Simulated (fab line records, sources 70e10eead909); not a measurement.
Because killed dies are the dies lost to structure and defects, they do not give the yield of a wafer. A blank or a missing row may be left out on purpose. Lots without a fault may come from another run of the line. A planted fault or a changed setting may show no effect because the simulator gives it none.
fab line records	flow nand_harc
[record] lots = 24	wafers = 72	last_day = 24
route steps=1159 shown A_CONTACT@950 A_BLC@974 A_M0@1008
lots with no fault: from the same line, run without faults
start_h: the number of hours between the record's first day and the start of the first shown wafer of the lot	wait_h: how many hours have passed since the lot's step before this one	" repeats the value in the row above	L1.1+2: several wafers, shown together as one row	- value missing, or start not given	* or withheld: withheld	< > ~ a bound
route shown NAME@n: NAME is a module with steps in the file, n the number in the route of the first one	usual: mean/standard deviation of fault-free wafers	same: alike in all rows	chamber/n: place in a boat	sites: each site's reading	_std_site: standard deviation of those values	_edge_site: the outer-site mean with the inner-site mean subtracted	radius_mm: how far each site lies from the wafer's centre	mask NAME#n: copy n	behind: the most recent tool/chamber to have shaped the wafer	hold: why the lot went on hold/how many hours it stayed there/how the hold came to an end	device: which transistor (n, p or np) failed to switch	end of line: tests of these same wafers at the route's end	where a step has no rows: the recipe by itself	killed: not the wafer's yield, but the dies lost to structure and defects at the first sort	map: per-die view of a wafer (x killed, . not killed, _ where there is no die)
set.NAME: the run value of the setting; set.NAME@STEP: its run value at that earlier step	model.NAME: the simulator's own value behind a step, which no gauge read
the route's steps for a sample of lots (tables are steps, rows are wafers)
services: the hour from which a tool's chamber was out of use, counted from the record's first day as start_h (under 0 if before that day), plus the number of hours and why
[[steps]]
[step NHARC_A_CONTACT_ETCH_98]
[recipe] target_depth_a = 200	over_etch_frac = 0.5	time_s = 10	ion_energy_ev = 250	c4f6_flow_sccm = 25	o2_flow_sccm = 20	ar_flow_sccm = 500	rf_w = 600	bias_w = 500	chemistry = C4F6/O2
[usual] drypump_motor_current_A = 5.5/0.41	oes_product_au = 0.964/0.026	rf_vpp_V = 548/3.7	showerhead_plenum_p_Torr = 3.97/0.17	throttle_valve_pct = 26.904/0.011
lot.wafer	tool	chamber	start_h	wait_h	drypump_motor_current_A	oes_product_au	rf_hours_counter_h	rf_vpp_V	showerhead_plenum_p_Torr	throttle_valve_pct
L076.2	rie_diel-03	3	-	-	5.5	0.927	58	553	4.19	26.913
L076.3	"	0	"	"	5.5	0.943	59	544	3.85	26.905
L076.6	"	2	"	"	4.7	0.929	-	550	4.03	26.896
L075.2	rie_diel-06	2	-	-	5.6	0.999	55	554	4.19	26.922
L075.3	"	1	"	"	5.0	1.008	54	543	3.80	26.921
L075.5	"	2	"	"	5.6	0.995	-	553	4.19	26.912
L077.2	rie_diel-07	3	396.37	0.1	5.6	0.932	31	552	4.14	26.924
L077.3	"	0	"	"	5.1	0.950	31	548	4.00	26.920
L077.5	"	3	"	"	5.6	0.932	-	550	4.14	26.899
L080.2	rie_diel-06	3	-	-	6.1	0.939	56	542	3.71	26.899
L080.6	"	2	"	"	5.6	0.967	-	551	4.19	26.906
L080.5	"	3	"	"	6.1	0.949	-	543	3.71	26.886
L078.3	rie_diel-03	2	-	-	4.7	0.963	6	549	4.03	26.915
L078.2	"	1	"	"	6.3	0.985	7	549	3.98	26.907
L078.5	"	3	"	"	5.5	0.939	-	553	4.19	26.902
L079.3	rie_diel-03	2	-	-	4.7	0.955	7	549	4.03	26.899
L079.4	"	3	"	"	5.5	0.949	7	553	4.19	26.918
L079.5	"	3	"	"	5.5	0.948	-	553	4.19	26.906
L074.2	rie_diel-07	1	-	-	5.5	1.012	2	552	4.13	26.915
L074.4	"	2	"	"	5.5	0.982	2	549	4.00	26.891
L074.6	"	2	"	"	5.4	0.981	-	549	4.00	26.906
L081.2	rie_diel-03	2	-	-	4.7	1.006	11	549	4.02	26.895
L081.4	"	3	"	"	5.5	0.993	11	553	4.18	26.918
L081.6	"	3	"	"	5.5	0.991	-	551	4.18	26.905
L082.2	rie_diel-07	3	-	-	5.6	0.994	4	553	4.13	26.911
L082.3	"	2	"	"	5.5	0.995	4	550	4.00	26.896
L082.6	"	3	"	"	5.6	1.000	-	550	4.13	26.902
L083.3	rie_diel-07	0	-	-	5.1	0.983	6	548	3.99	26.906
L083.1	"	1	"	"	5.5	0.977	6	551	4.13	26.894
L083.2	"	3	"	"	5.6	0.962	6	551	4.13	26.912
L085.2	rie_diel-07	3	-	-	5.6	0.940	7	550	4.13	26.929
L085.4	"	0	"	"	5.1	0.952	7	548	3.99	26.901
L085.3	"	1	"	"	5.5	0.955	7	553	4.13	26.893
L084.3	rie_diel-07	1	452.17	0.1	5.5	0.962	9	552	4.13	26.901
L084.4	"	1	"	"	5.5	0.964	-	553	4.13	26.898
L084.5	"	3	"	"	5.6	0.943	-	550	4.13	26.908
L088.2	rie_diel-06	2	-	-	5.6	0.938	9	551	4.18	26.923
L088.5	"	2	"	"	5.6	0.937	-	553	4.18	26.897
L088.6	"	3	"	"	6.1	0.932	-	542	3.70	26.913
L087.3	rie_diel-03	0	-	-	5.6	0.954	22	545	3.83	26.893
L087.1	"	3	"	"	5.5	0.930	21	552	4.18	26.911
L087.6	"	1	"	"	6.3	0.950	-	547	3.97	26.888
L086.4	rie_diel-07	2	-	-	5.5	0.950	10	548	4.00	26.890
L086.1	"	0	"	"	5.1	0.968	11	549	3.99	26.889
L086.3	"	1	"	"	5.5	0.963	11	551	4.13	26.901
L089.2	rie_diel-07	2	482.00	0.1	5.4	0.952	14	547	3.99	26.901
L089.1	"	0	"	"	5.1	0.965	16	547	3.98	26.921
L089.6	"	0	"	"	5.1	0.969	-	548	3.98	26.899
L090.2	rie_diel-06	3	483.47	0.1	6.1	0.940	20	541	3.69	26.885
L090.5	"	3	"	"	6.1	0.932	-	541	3.69	26.900
L090.6	"	0	"	"	5.7	0.935	-	540	3.70	26.895
L094.3	rie_diel-06	1	489.48	0.1	5.0	0.954	22	544	3.78	26.901
L094.4	"	3	"	"	6.1	0.940	-	542	3.69	26.907
L094.5	"	0	"	"	5.7	0.934	-	544	3.70	26.890
L091.3	rie_diel-06	1	496.66	0.1	5.0	0.995	24	543	3.78	26.919
L091.2	"	3	"	"	6.1	0.985	24	543	3.69	26.898
L091.6	"	3	"	"	6.1	0.982	-	541	3.69	26.887
L092.3	rie_diel-07	0	-	-	5.1	0.972	19	548	3.98	26.906
L092.2	"	2	"	"	5.4	0.953	18	548	3.99	26.917
L092.6	"	1	"	"	5.5	0.957	-	550	4.12	26.918
L093.2	rie_diel-06	2	-	-	5.5	0.912	15	553	4.18	26.906
L093.3	"	0	"	"	5.7	0.905	24	542	3.70	26.888
L093.5	"	1	"	"	5.0	0.929	-	544	3.78	26.899
L095.2	rie_diel-06	1	-	-	5.0	1.004	31	545	3.77	26.918
L095.4	"	3	"	"	6.1	0.989	32	540	3.68	26.895
L095.1	"	0	"	"	5.7	0.976	30	542	3.69	26.898
L096.3	rie_diel-03	0	-	-	5.5	1.004	42	546	3.82	26.898
L096.5	"	2	"	"	4.7	1.012	-	550	4.00	26.917
L096.6	"	3	"	"	5.5	0.983	-	551	4.16	26.901
L097.2	rie_diel-07	1	-	-	5.5	0.951	25	550	4.12	26.891
L097.5	"	0	"	"	5.1	0.954	-	548	3.98	26.906
L097.6	"	1	"	"	5.5	0.950	-	552	4.12	26.907
[step NHARC_A_CONTACT_CVD_19]
[recipe] target_thk_a = 3000	temp_c = 300	pressure_torr = 40	wf6_flow_sccm = 40	h2_flow_sccm = 1600	ar_flow_sccm = 1560	time_s = 802	material = W
[usual] heater_power_outer_w = 270/30	heater_power_w = 490/58	susceptor_temp_C = 300.03/0.19	throttle_valve_pct = 7.7/0.42
lot.wafer	tool	chamber	start_h	wait_h	heater_power_outer_w	heater_power_w	susceptor_temp_C	throttle_valve_pct
L076.2	cvd_w-02	0	-	-	242	457	-	7.6
L076.3	"	0	"	"	235	443	-	7.4
L076.6	"	1	"	"	241	431	-	7.2
L075.2	cvd_w-01	0	-	-	304	573	-	7.2
L075.3	"	1	"	"	260	449	-	8.6
L075.5	"	0	"	"	308	576	-	7.1
L077.2	cvd_w-01	1	-	-	256	465	300.01	8.5
L077.3	"	0	"	"	305	587	300.16	7.3
L077.5	"	0	"	"	316	573	299.94	7.5
L080.2	cvd_w-02	0	-	-	240	453	300.27	7.6
L080.5	"	1	"	"	254	437	300.25	7.5
L080.6	"	0	"	"	236	467	300.12	7.6
L078.2	cvd_w-01	0	-	-	313	562	299.63	7.4
L078.3	"	0	"	"	313	574	299.81	7.2
L078.5	"	1	"	"	260	450	299.92	8.1
L079.4	cvd_w-02	0	-	-	232	461	-	7.6
L079.3	"	1	"	"	247	435	-	7.3
L079.5	"	0	"	"	232	463	-	7.3
L074.2	cvd_w-01	1	-	-	259	453	-	8.2
L074.4	"	0	"	"	305	565	-	7.1
L074.6	"	0	"	"	316	576	-	7.2
L081.2	cvd_w-01	1	-	-	265	459	300.08	8.4
L081.4	"	0	"	"	316	569	299.93	7.4
L081.6	"	0	"	"	306	555	300.13	7.5
L082.2	cvd_w-01	1	-	-	259	454	299.89	8.0
L082.3	"	0	"	"	314	558	300.02	7.5
L082.6	"	0	"	"	304	581	300.09	7.6
L083.1	cvd_w-01	0	-	-	307	584	299.74	7.2
L083.2	"	1	"	"	259	455	300.13	8.3
L083.3	"	0	"	"	307	586	299.99	7.7
L085.2	cvd_w-02	1	-	-	249	426	300.13	7.5
L085.4	"	1	"	"	254	438	299.90	7.3
L085.3	"	0	"	"	236	461	299.95	7.8
L084.3	cvd_w-01	1	-	-	253	457	300.09	8.1
L084.4	"	0	"	"	320	580	299.86	7.5
L084.5	"	0	"	"	312	564	300.05	7.1
L088.2	cvd_w-01	0	-	-	306	579	299.94	7.3
L088.5	"	0	"	"	307	576	300.12	7.4
L088.6	"	1	"	"	260	466	299.87	8.5
L087.1	cvd_w-01	1	-	-	255	462	300.18	8.3
L087.3	"	0	"	"	314	585	300.48	7.3
L087.6	"	1	"	"	258	451	300.28	8.2
L086.1	cvd_w-01	0	-	-	308	577	300.18	7.6
L086.3	"	1	"	"	259	458	299.99	8.2
L086.4	"	0	"	"	309	567	299.62	7.2
L089.2	cvd_w-02	1	-	-	252	427	300.28	7.2
L089.1	"	0	"	"	234	470	299.95	7.8
L089.6	"	0	"	"	231	452	300.48	7.5
L090.2	cvd_w-02	1	-	-	255	436	300.41	7.5
L090.5	"	0	"	"	239	461	300.10	7.7
L090.6	"	1	"	"	248	431	300.18	7.7
L094.3	cvd_w-01	0	-	-	318	578	-	7.2
L094.4	"	1	"	"	261	451	-	8.2
L094.5	"	1	"	"	263	452	-	8.1
L091.2	cvd_w-01	0	-	-	320	584	299.99	7.4
L091.3	"	0	"	"	318	580	299.87	7.4
L091.6	"	0	"	"	319	574	299.88	7.3
L092.2	cvd_w-01	1	-	-	266	452	299.77	8.0
L092.3	"	0	"	"	314	588	299.95	7.2
L092.6	"	1	"	"	260	457	300.01	8.1
L093.2	cvd_w-02	1	-	-	253	431	-	7.4
L093.3	"	1	"	"	248	428	-	7.3
L093.5	"	0	"	"	234	460	-	7.6
L095.1	cvd_w-02	1	-	-	252	431	300.30	7.5
L095.2	"	0	"	"	236	467	300.19	7.8
L095.4	"	1	"	"	252	440	299.99	7.5
L096.3	cvd_w-01	1	-	-	261	456	299.64	8.3
L096.5	"	1	"	"	260	458	300.02	8.3
L096.6	"	0	"	"	317	578	300.03	7.3
L097.2	cvd_w-02	0	-	-	234	467	300.05	7.6
L097.6	"	0	"	"	238	459	299.95	7.8
L097.5	"	1	"	"	246	440	300.31	7.3
[step NHARC_A_BLC_CD_MEAS_10]
[recipe] target_cd_nm = 100	landing_energy_ev = 500
[usual] cd_nm = 100.0/0.72
lot.wafer	tool	chamber	start_h	wait_h	cd_nm
L076.2	cd_sem-01	0	398.52	-	99.9
L076.3	"	0	"	"	100.3
L076.6	"	0	"	"	100.5
L075.2	cd_sem-02	0	405.01	-	99.8
L075.3	"	0	"	"	99.8
L075.5	"	0	"	"	99.1
L077.2	cd_sem-02	0	406.44	-	100.6
L077.3	"	0	"	"	99.5
L077.5	"	0	"	"	100.2
L080.2	cd_sem-01	0	410.74	-	100.3
L080.5	"	0	"	"	101.7
L080.6	"	0	"	"	100.0
L078.2	cd_sem-01	0	417.13	-	101.1
L078.3	"	0	"	"	100.8
L078.5	"	0	"	"	100.3
L079.3	cd_sem-03	0	421.75	-	100.7
L079.4	"	0	"	"	99.9
L079.5	"	0	"	"	100.0
L074.2	cd_sem-03	0	426.42	-	100.2
L074.4	"	0	"	"	99.5
L074.6	"	0	"	"	100.2
L081.2	cd_sem-03	0	433.93	-	101.0
L081.4	"	0	"	"	101.4
L081.6	"	0	"	"	100.1
L082.2	cd_sem-01	0	438.06	-	100.0
L082.3	"	0	"	"	101.1
L082.6	"	0	"	"	100.2
L083.1	cd_sem-02	0	447.24	-	100.0
L083.2	"	0	"	"	99.7
L083.3	"	0	"	"	100.6
L085.2	cd_sem-01	0	447.45	-	99.4
L085.3	"	0	"	"	100.0
L085.4	"	0	"	"	98.7
L084.3	cd_sem-01	0	459.35	-	99.8
L084.4	"	0	"	"	100.5
L084.5	"	0	"	"	99.8
L088.2	cd_sem-03	0	460.10	-	99.3
L088.5	"	0	"	"	99.5
L088.6	"	0	"	"	98.8
L087.1	cd_sem-03	0	460.83	-	101.2
L087.3	"	0	"	"	101.8
L087.6	"	0	"	"	101.4
L086.1	cd_sem-01	0	472.52	-	99.6
L086.3	"	0	"	"	99.3
L086.4	"	0	"	"	99.3
L089.1	cd_sem-02	0	485.56	-	100.0
L089.2	"	0	"	"	100.0
L089.6	"	0	"	"	99.8
L090.2	cd_sem-03	0	495.43	-	100.3
L090.5	"	0	"	"	99.0
L090.6	"	0	"	"	100.1
L094.3	cd_sem-03	0	495.84	-	99.2
L094.4	"	0	"	"	98.7
L094.5	"	0	"	"	99.2
L091.2	cd_sem-03	0	504.19	-	98.6
L091.3	"	0	"	"	99.0
L091.6	"	0	"	"	98.8
L092.2	cd_sem-02	0	505.90	-	99.1
L092.3	"	0	"	"	98.9
L092.6	"	0	"	"	99.0
L093.2	cd_sem-01	0	506.05	-	99.7
L093.3	"	0	"	"	99.4
L093.5	"	0	"	"	99.8
L095.1	cd_sem-01	0	516.88	-	100.2
L095.2	"	0	"	"	100.5
L095.4	"	0	"	"	101.5
L096.3	cd_sem-01	0	520.17	-	99.9
L096.5	"	0	"	"	100.1
L096.6	"	0	"	"	99.4
L097.2	cd_sem-01	0	527.71	-	100.7
L097.5	"	0	"	"	99.5
L097.6	"	0	"	"	100.2
[step NHARC_A_M0_ETCH_34]
[recipe] target_depth_a = 400	overetch_a = 120	time_s = 43.94	ion_energy_ev = 200	n2_flow_sccm = 150	h2_flow_sccm = 150	ar_flow_sccm = 0	rf_w = 400	bias_w = 150	chemistry = N2/H2
[usual] drypump_motor_current_A = 5.5/0.45	oes_product_au = 0.996/0.0093	rf_vpp_V = 429.2/2.1	showerhead_plenum_p_Torr = 1.99/0.071	throttle_valve_pct = 14.171/0.0091
lot.wafer	tool	chamber	start_h	wait_h	drypump_motor_current_A	oes_product_au	rf_hours_counter_h	rf_vpp_V	showerhead_plenum_p_Torr	throttle_valve_pct
L076.2	rie_diel-02	0	407.35	0.1	5.6	1.002	6	430.5	1.98	14.176
L076.3	"	1	"	"	5.0	0.994	4	433.8	2.18	14.184
L076.6	"	3	"	"	5.9	0.993	-	430.1	2.03	14.185
L075.3	rie_diel-12	0	410.48	0.1	5.5	1.010	2	426.8	1.95	14.175
L075.2	"	2	"	"	5.3	0.984	2	426.7	1.91	14.161
L075.5	"	0	"	"	5.5	1.003	-	428.7	1.95	14.182
L077.2	rie_diel-12	3	411.80	0.1	5.0	0.997	2	429.1	2.01	14.188
L077.3	"	1	"	"	5.8	0.984	1	430.9	2.01	14.167
L077.5	"	3	"	"	5.0	1.003	-	429.9	2.01	14.178
L080.2	rie_diel-09	1	415.08	0.1	5.1	1.002	8	432.0	2.11	14.181
L080.5	"	3	"	"	6.2	0.998	-	428.3	1.97	14.165
L080.6	"	0	"	"	5.2	0.984	-	427.8	1.95	14.185
L078.2	rie_diel-12	0	421.63	0.1	5.5	1.014	3	426.6	1.95	14.177
L078.3	"	2	"	"	5.3	0.989	3	426.0	1.91	14.176
L078.5	"	3	"	"	5.0	1.004	-	427.9	2.01	14.171
L079.4	rie_diel-12	3	426.17	0.1	5.0	0.993	3	429.7	2.01	14.167
L079.3	"	0	"	"	5.5	1.007	3	427.8	1.95	14.160
L079.5	"	0	"	"	5.5	1.003	-	428.7	1.95	14.156
L074.2	rie_diel-02	0	434.26	0.1	5.6	1.010	8	429.0	1.98	14.159
L074.4	"	2	"	"	5.9	1.013	7	429.5	2.03	14.167
L074.6	"	1	"	"	5.0	0.993	-	434.1	2.18	14.155
L081.4	rie_diel-02	1	439.65	0.1	5.0	0.994	7	433.6	2.18	14.180
L081.2	"	3	"	"	6.0	0.991	8	430.0	2.03	14.182
L081.6	"	1	"	"	5.0	1.000	-	434.5	2.18	14.172
L082.3	rie_diel-09	2	443.33	0.1	6.4	0.998	0	428.5	1.92	14.172
L082.2	"	3	"	"	6.2	1.012	0	428.7	1.97	14.172
L082.6	"	3	"	"	6.2	1.006	-	427.9	1.97	14.157
L083.3	rie_diel-12	1	451.59	0.1	5.8	0.991	5	429.4	2.01	14.165
L083.2	"	2	"	"	5.3	0.991	5	426.0	1.91	14.158
L083.1	"	3	"	"	4.9	1.013	5	430.3	2.01	14.170
L085.3	rie_diel-09	1	451.98	0.1	5.1	0.989	1	431.6	2.11	14.178
L085.4	"	3	"	"	6.2	0.995	1	429.4	1.97	14.156
L085.2	"	0	"	"	5.2	0.991	1	429.1	1.95	14.172
L084.4	rie_diel-12	1	472.97	0.1	5.8	0.983	6	428.2	2.00	14.181
L084.3	"	2	"	"	5.3	0.991	6	426.7	1.91	14.155
L084.5	"	1	"	"	5.8	0.988	-	430.4	2.00	14.165
L088.2	rie_diel-02	0	478.28	0.1	5.6	0.999	12	428.6	1.98	14.184
L088.6	"	2	"	"	5.9	0.998	-	430.7	2.02	14.165
L088.5	"	3	"	"	6.0	0.979	-	429.2	2.03	14.170
L087.1	rie_diel-09	2	478.66	0.1	6.4	0.999	2	427.3	1.92	14.181
L087.3	"	3	"	"	6.2	1.006	2	428.1	1.97	14.168
L087.6	"	1	"	"	5.1	0.993	-	432.0	2.11	14.161
L086.1	rie_diel-12	2	484.77	0.1	5.3	0.988	7	426.6	1.91	14.176
L086.3	"	0	"	"	5.5	1.008	8	429.0	1.95	14.164
L086.4	"	0	"	"	5.6	1.007	-	429.6	1.95	14.186
L089.1	rie_diel-12	0	495.87	0.1	5.5	1.015	9	428.5	1.94	14.168
L089.2	"	1	"	"	5.8	0.992	8	428.6	2.00	14.186
L089.6	"	0	"	"	5.5	0.996	-	427.6	1.95	14.167
L090.2	rie_diel-02	1	504.08	0.1	5.0	1.002	13	434.1	2.18	14.179
L090.6	"	1	"	"	5.0	0.991	-	434.1	2.18	14.177
L090.5	"	2	"	"	5.9	1.006	-	429.6	2.02	14.188
L094.3	rie_diel-12	2	505.11	0.1	5.3	0.981	9	426.1	1.91	14.182
L094.4	"	0	"	"	5.5	1.014	10	427.3	1.94	14.164
L094.5	"	2	"	"	5.3	0.983	-	426.8	1.91	14.177
L091.2	rie_diel-12	0	508.71	0.1	5.5	1.008	10	428.4	1.94	14.177
L091.3	"	1	"	"	5.8	0.977	9	429.1	2.00	14.167
L091.6	"	3	"	"	5.0	0.995	-	429.9	2.01	14.171
L092.2	rie_diel-09	1	512.27	0.1	5.1	0.989	3	432.9	2.11	14.189
L092.3	"	3	"	"	6.2	1.002	4	429.0	1.97	14.188
L092.6	"	1	"	"	5.1	1.002	-	431.4	2.11	14.163
L093.2	rie_diel-12	3	512.68	0.1	5.0	0.993	8	430.1	2.01	14.178
L093.3	"	0	"	"	5.5	1.001	10	428.8	1.94	14.157
L093.5	"	1	"	"	5.8	0.988	-	429.4	2.00	14.162
L095.4	rie_diel-09	0	521.12	0.1	5.2	0.991	3	427.3	1.95	14.169
L095.2	"	1	"	"	5.1	1.007	3	433.4	2.11	14.178
L095.1	"	2	"	"	6.4	1.001	4	428.2	1.92	14.160
L096.3	rie_diel-12	2	524.74	0.1	5.3	0.991	10	427.0	1.91	14.174
L096.5	"	0	"	"	5.5	1.009	-	427.1	1.94	14.171
L096.6	"	1	"	"	5.8	0.992	-	429.1	2.00	14.175
L097.2	rie_diel-09	1	533.26	0.1	5.1	0.996	4	434.2	2.11	14.175
L097.6	"	0	"	"	5.2	0.987	-	428.3	1.95	14.177
L097.5	"	1	"	"	5.1	0.982	-	431.8	2.11	14.171
[step NHARC_A_M0_ETCH_15]
[recipe] target_depth_a = 1500	overetch_a = 150	time_s = 82.5	c4f8_flow_sccm = withheld	ar_flow_sccm = 400	rf_w = 600	bias_w = 300	chemistry = C4F8/Ar
[usual] oes_product_au = 0.953/0.022	rf_vpp_V = 439.5/2.1
lot.wafer	tool	chamber	start_h	wait_h	oes_product_au	rf_hours_counter_h	rf_vpp_V
L076.2	rie_diel-02	2	-	-	0.976	4	439.7
L076.3	"	3	"	"	0.954	5	439.4
L076.6	"	1	"	"	0.980	-	444.6
L075.3	rie_diel-12	0	-	-	0.968	2	437.0
L075.2	"	2	"	"	0.956	2	436.2
L075.5	"	1	"	"	0.966	-	440.5
L077.2	rie_diel-12	0	-	-	0.973	2	437.5
L077.3	"	2	"	"	0.937	2	437.2
L077.5	"	3	"	"	0.953	-	439.4
L080.2	rie_diel-09	1	-	-	0.943	8	442.6
L080.5	"	0	"	"	0.926	-	439.5
L080.6	"	1	"	"	0.953	-	442.1
L078.3	rie_diel-12	3	-	-	0.978	3	441.2
L078.2	"	2	"	"	0.966	3	437.5
L078.5	"	3	"	"	0.967	-	441.7
L079.3	rie_diel-12	2	-	-	0.954	3	436.0
L079.4	"	3	"	"	0.969	3	438.8
L079.5	"	0	"	"	0.997	-	437.7
L074.2	rie_diel-02	0	-	-	0.934	8	439.4
L074.4	"	2	"	"	0.934	7	440.2
L074.6	"	1	"	"	0.915	-	445.2
L081.2	rie_diel-02	1	-	-	0.965	7	444.3
L081.4	"	2	"	"	0.978	7	440.3
L081.6	"	3	"	"	0.978	-	440.6
L082.3	rie_diel-09	3	-	-	0.972	0	437.7
L082.2	"	0	"	"	0.948	0	439.4
L082.6	"	3	"	"	0.982	-	438.9
L083.2	rie_diel-12	2	-	-	0.920	5	436.9
L083.3	"	0	"	"	0.968	6	438.8
L083.1	"	1	"	"	0.937	5	440.8
L085.3	rie_diel-09	1	-	-	0.963	1	443.7
L085.4	"	3	"	"	0.977	1	437.6
L085.2	"	0	"	"	0.970	1	438.2
L084.3	rie_diel-12	2	-	-	0.961	6	438.0
L084.4	"	3	"	"	0.973	7	439.8
L084.5	"	3	"	"	0.975	-	439.9
L088.2	rie_diel-02	0	-	-	0.926	12	440.4
L088.5	"	1	"	"	0.931	-	443.3
L088.6	"	2	"	"	0.928	-	441.7
L087.1	rie_diel-09	1	-	-	0.952	1	444.0
L087.3	"	2	"	"	0.955	2	437.8
L087.6	"	1	"	"	0.956	-	444.1
L086.1	rie_diel-12	0	-	-	0.965	9	437.2
L086.3	"	2	"	"	0.962	7	436.6
L086.4	"	2	"	"	0.950	-	439.0
L089.2	rie_diel-12	1	-	-	0.960	8	440.2
L089.1	"	2	"	"	0.944	8	438.3
L089.6	"	3	"	"	0.944	-	440.8
L090.2	rie_diel-02	2	-	-	0.973	13	440.0
L090.5	"	3	"	"	0.959	-	441.2
L090.6	"	0	"	"	0.976	-	439.6
L094.3	rie_diel-12	2	-	-	0.917	9	438.0
L094.4	"	3	"	"	0.931	8	440.3
L094.5	"	2	"	"	0.907	-	439.2
L091.2	rie_diel-12	0	-	-	0.975	10	438.7
L091.3	"	1	"	"	0.955	9	440.0
L091.6	"	0	"	"	0.980	-	437.6
L092.2	rie_diel-09	0	-	-	0.965	3	437.6
L092.3	"	2	"	"	0.949	4	437.1
L092.6	"	0	"	"	0.970	-	437.9
L093.3	rie_diel-12	0	-	-	0.935	10	437.5
L093.2	"	2	"	"	0.914	9	436.9
L093.5	"	3	"	"	0.923	-	439.6
L095.4	rie_diel-09	0	-	-	0.950	3	439.1
L095.2	"	1	"	"	0.951	3	442.2
L095.1	"	3	"	"	0.967	4	440.6
L096.3	rie_diel-12	3	-	-	0.981	9	440.9
L096.6	"	3	"	"	0.969	-	441.1
L096.5	"	0	"	"	0.968	-	436.8
L097.2	rie_diel-09	3	-	-	0.919	5	440.0
L097.5	"	3	"	"	0.909	-	437.9
L097.6	"	0	"	"	0.911	-	438.1
[step NHARC_A_M0_PVD_20]
[recipe] target_thk_a = 50	bias_v = 168.6	power_w = 15000	chamber_pressure_pa = 0.12	time_s = 8.06	substrate_temp_c = 50	material = TaN
[usual] cathode_dc_power_W = 15000/2.7	throttle_valve_pct = 29.4/0.68
lot.wafer	tool	chamber	start_h	wait_h	cathode_dc_power_W	throttle_valve_pct
L076.3	pvd_sputter-01	-	-	-	15004	29.2
L076.2	"	-	"	"	15002	30.8
L076.6	"	-	"	"	15003	30.1
L075.2	pvd_sputter-02	-	-	-	15002	29.5
L075.3	"	-	"	"	15001	29.7
L075.5	"	-	"	"	15000	28.8
L077.3	pvd_sputter-03	-	-	-	14997	30.1
L077.2	"	-	"	"	14998	29.1
L077.5	"	-	"	"	14996	29.8
L080.2	pvd_sputter-01	-	-	-	14996	28.6
L080.5	"	-	"	"	15002	29.4
L080.6	"	-	"	"	15003	30.8
L078.2	pvd_sputter-01	-	-	-	15000	28.2
L078.3	"	-	"	"	15003	30.4
L078.5	"	-	"	"	14998	30.7
L079.4	pvd_sputter-02	-	-	-	14998	29.7
L079.3	"	-	"	"	15004	29.0
L079.5	"	-	"	"	15000	29.6
L074.2	pvd_sputter-03	-	-	-	15005	29.1
L074.4	"	-	"	"	15001	30.0
L074.6	"	-	"	"	14997	28.7
L081.4	pvd_sputter-02	-	-	-	15000	29.3
L081.2	"	-	"	"	15000	29.6
L081.6	"	-	"	"	15003	28.9
L082.3	pvd_sputter-02	-	-	-	15002	29.7
L082.2	"	-	"	"	15003	29.5
L082.6	"	-	"	"	15003	29.8
L083.1	pvd_sputter-03	-	-	-	15001	29.0
L083.3	"	-	"	"	15001	29.0
L083.2	"	-	"	"	15003	28.7
L085.3	pvd_sputter-01	-	-	-	14999	30.4
L085.2	"	-	"	"	15003	28.3
L085.4	"	-	"	"	15001	29.8
L084.3	pvd_sputter-02	-	-	-	14996	29.6
L084.4	"	-	"	"	14997	29.5
L084.5	"	-	"	"	15001	29.0
L088.2	pvd_sputter-03	-	-	-	14999	29.6
L088.6	"	-	"	"	14999	29.4
L088.5	"	-	"	"	15005	29.4
L087.1	pvd_sputter-01	-	-	-	15003	30.3
L087.3	"	-	"	"	15000	30.9
L087.6	"	-	"	"	15000	29.3
L086.3	pvd_sputter-01	-	-	-	14997	30.2
L086.1	"	-	"	"	15002	29.1
L086.4	"	-	"	"	15000	28.5
L089.1	pvd_sputter-03	-	-	-	15004	28.9
L089.2	"	-	"	"	15004	29.2
L089.6	"	-	"	"	15001	28.6
L090.2	pvd_sputter-02	-	-	-	15000	29.3
L090.5	"	-	"	"	15001	29.8
L090.6	"	-	"	"	15002	29.8
L094.4	pvd_sputter-01	-	-	-	14999	30.9
L094.3	"	-	"	"	14999	30.0
L094.5	"	-	"	"	15000	30.5
L091.2	pvd_sputter-03	-	-	-	15000	29.4
L091.3	"	-	"	"	15001	29.4
L091.6	"	-	"	"	15001	29.4
L092.3	pvd_sputter-01	-	-	-	15005	31.0
L092.2	"	-	"	"	14998	29.6
L092.6	"	-	"	"	14998	28.4
L093.3	pvd_sputter-03	-	-	-	14996	28.2
L093.2	"	-	"	"	15000	29.4
L093.5	"	-	"	"	15000	28.2
L095.2	pvd_sputter-02	-	-	-	15002	28.8
L095.4	"	-	"	"	14999	29.6
L095.1	"	-	"	"	15006	29.5
L096.3	pvd_sputter-03	-	-	-	14998	28.3
L096.6	"	-	"	"	15005	29.1
L096.5	"	-	"	"	15002	29.5
L097.2	pvd_sputter-01	-	-	-	15001	29.5
L097.6	"	-	"	"	14997	30.7
L097.5	"	-	"	"	14999	28.4
[[services]]
tool	chamber	start_h	hours	kind
rie_diel-07	2	368.52	7.9	repair
rie_diel-03	1	370.70	3.7	repair
cvd_w-02	-	379.06	13.0	pm
rie_diel-12	-	379.40	9.0	pm
rie_diel-07	1	381.97	31.8	repair
rie_diel-09	1	389.24	17.3	repair
pvd_sputter-02	-	392.04	10.0	pm
pvd_sputter-03	-	397.09	2.5	repair
rie_diel-12	1	397.89	6.5	repair
rie_diel-07	-	405.26	9.0	pm
rie_diel-06	-	418.51	9.0	pm
rie_diel-09	1	426.32	7.5	repair
rie_diel-09	-	431.10	9.0	pm
rie_diel-06	0	431.42	6.5	repair
rie_diel-07	2	448.88	4.5	repair
cvd_w-02	0	450.66	21.1	repair
pvd_sputter-03	-	458.00	10.0	pm
rie_diel-06	2	464.73	36.3	repair
rie_diel-12	3	474.21	19.8	repair
rie_diel-09	0	476.91	8.3	repair
rie_diel-07	3	479.40	6.8	repair
cvd_w-01	-	480.71	13.0	pm
pvd_sputter-02	-	495.66	7.5	repair
rie_diel-02	-	504.70	9.0	pm
[[key]]
fault none
